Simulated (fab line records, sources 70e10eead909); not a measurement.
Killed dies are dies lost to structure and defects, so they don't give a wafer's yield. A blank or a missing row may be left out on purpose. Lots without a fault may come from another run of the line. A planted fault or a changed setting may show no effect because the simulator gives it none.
Which tool did it? | flow nand_harc | 6 lots, 18 wafers sampled, at 4 steps of a route of 1302

WHAT THE GAUGES READ, wafer by wafer
NHARC_A_BLC_CD_MEAS_19.
lot  | measured     | on        | cd_nm (nm)
L582 | day 23 14:17 | cd_sem-01 | 99.9 99.0 98.9
L590 | day 27 21:01 | cd_sem-01 | 100.0 100.5 100.5
L594 | day 28 06:13 | cd_sem-01 | 99.2 99.5 100.9
L597 | day 30 03:01 | cd_sem-03 | 100.1 97.9 100.9
L600 | day 31 01:03 | cd_sem-03 | 100.0 101.4 101.9
L602 | day 32 08:37 | cd_sem-01 | 97.5 98.8 98.5

WHICH TOOL RAN EACH LOT (tool, then ch and the chambers of the sampled wafers, then the start)
lot  | NHARC_A_BLC_DESCUM_15              | NHARC_A_BLC_ETCH_17                | NHARC_A_BLC_ETCH_18
L582 | rie_diel-06 ch 1,3, day 23 13:20   | rie_diel-06 ch 0,2, day 23 13:32   | rie_diel-06 ch 0,2,3, day 23 14:17 or earlier
L590 | rie_diel-13 ch 0,3, day 27 20:03   | rie_diel-13 ch 0,1,3, day 27 20:16 | rie_diel-13 ch 0,2,3, day 27 21:01 or earlier
L594 | rie_diel-06 ch 0,2, day 28 05:14   | rie_diel-06 ch 0,2,3, day 28 05:25 | rie_diel-06 ch 0,1,3, day 28 06:13 or earlier
L597 | rie_diel-06 ch 0,2,3, day 30 02:03 | rie_diel-06 ch 1,2, day 30 02:14   | rie_diel-06 ch 0,1,3, day 30 03:01 or earlier
L600 | rie_diel-06 ch 0,2,3, day 31 00:05 | rie_diel-06 ch 0,1,3, day 31 00:15 | rie_diel-06 ch 0,2,3, day 31 01:03 or earlier
L602 | rie_diel-13 ch 1,2, day 32 07:37   | rie_diel-13 ch 1,2, day 32 07:52   | rie_diel-13 ch 0,1,3, day 32 08:37 or earlier
- NHARC_A_BLC_DESCUM_15: chemistry O2, time 3 s.
- NHARC_A_BLC_ETCH_17: etches the open film in N2/H2, target depth 390 nm, time 609.38 s.
- NHARC_A_BLC_ETCH_18: etches the open film in C4F8/O2/Ar, target depth 910 nm.

THE ANSWER, worked out from the rows above alone
Rule: what is usual is taken from the lots themselves. Put in order of their means at a reading, lots are off if they are a third of the lots or fewer, leave a main group of 4 or more, and stand apart from it by a gap of 3 or more times the standard deviation of the main group's means; of several such gaps the widest counts. A main group whose means are all the same, to the digits that the tables above print for the reading, isn't used. A lot without any number at a reading at which 4 lots or more have one is off too. The other lots that the step has rows for count as sound.
No lot is off at any reading shown: from this, nothing can be told.

WHAT THE SIMULATOR HAD PUT IN
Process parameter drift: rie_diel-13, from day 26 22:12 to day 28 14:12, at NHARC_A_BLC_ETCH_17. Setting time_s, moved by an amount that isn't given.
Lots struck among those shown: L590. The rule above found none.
